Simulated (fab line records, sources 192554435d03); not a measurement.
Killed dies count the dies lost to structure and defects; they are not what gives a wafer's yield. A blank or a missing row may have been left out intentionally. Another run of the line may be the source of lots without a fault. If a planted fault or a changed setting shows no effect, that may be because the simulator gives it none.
A single fault, viewed from 2 desks | flow n5_finfet | every desk sees just its own numbers, and what lay behind them comes last

== TOOL OWNER'S DESK, pecvd-01 ==
The tool's own readings at N5_GATE_CUT_HM_DEP_46 (deposits SiO2 from TEOS/O2, target thk 130 nm, time 26.6 s): means of the sampled wafers that have a number, for each lot that ran on this tool. If a lot's mean is further than 4 standard deviations from the usual mean, the lot is out of limits and carries the mark OUT (the distance appears in the brackets).
Columns: A = heater_power_w at N5_GATE_CUT_HM_DEP_46, usual 488 W; B = showerhead_plenum_p_Torr at N5_GATE_CUT_HM_DEP_46, usual 8.32 Torr; C = throttle_valve_pct at N5_GATE_CUT_HM_DEP_46, usual 19.2 %
lot  | first seen here | A   | B    | C
L835 | day 5 06:34     | 452 | 8.33 | 18.9
L842 | day 7 03:55     | 484 | 8.34 | 19.1
L853 | day 9 22:50     | 479 | 8.34 | 19.1
L854 | day 9 23:53     | 518 | 8.33 | 18.9
This desk's finding: nothing out of limits on any of the 4 lots.

== METROLOGY DESK ==
Lot by lot, what the gauges showed, no matter which tool ran the lot: averages of those sampled wafers that carry a number. If a lot's mean is further than 4 standard deviations from the usual mean, the lot is out of limits and carries the mark OUT (the distance appears in the brackets).
Columns: A = GC_FILL_THK at N5_GATE_CUT_THK_MEAS_24, usual 220.5 nm
lot  | first seen here | A
L834 | day 5 03:50     | 220.9
L835 | day 5 09:43     | 221.9
L838 | day 6 01:48     | 221.8
L839 | day 6 11:49     | 221.7
L840 | day 6 18:33     | 222.3
L842 | day 7 06:59     | 220.1
L843 | day 7 08:09     | 221.3
L853 | day 10 01:55    | 206.5 (-5.4) OUT
L854 | day 10 03:08    | 197.2 (-9.0) OUT
Finding of this desk: L853, L854 out of limits, first seen on L853 at day 10 01:55 (GC_FILL_THK at N5_GATE_CUT_THK_MEAS_24). In limits: L834, L835, L838, L839, L840, L842, L843.

== PUT TOGETHER ==
Metrology desk: alarm possible at day 10 01:55 on L853, L854.
The desk of the tool owner found nothing out of limits.
Tool owner's desk: L853, L854 on record, inside its limits.
N5_GATE_CUT_HM_DEP_46 was run on pecvd-01 by each of the lots named.

== WHAT THE SIMULATOR PUT IN ==
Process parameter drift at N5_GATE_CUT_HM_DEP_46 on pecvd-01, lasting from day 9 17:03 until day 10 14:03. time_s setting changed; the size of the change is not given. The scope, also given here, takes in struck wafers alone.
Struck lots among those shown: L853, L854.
Delay in hours, fault start to first out-of-limits reading, per desk: metrology desk 9.
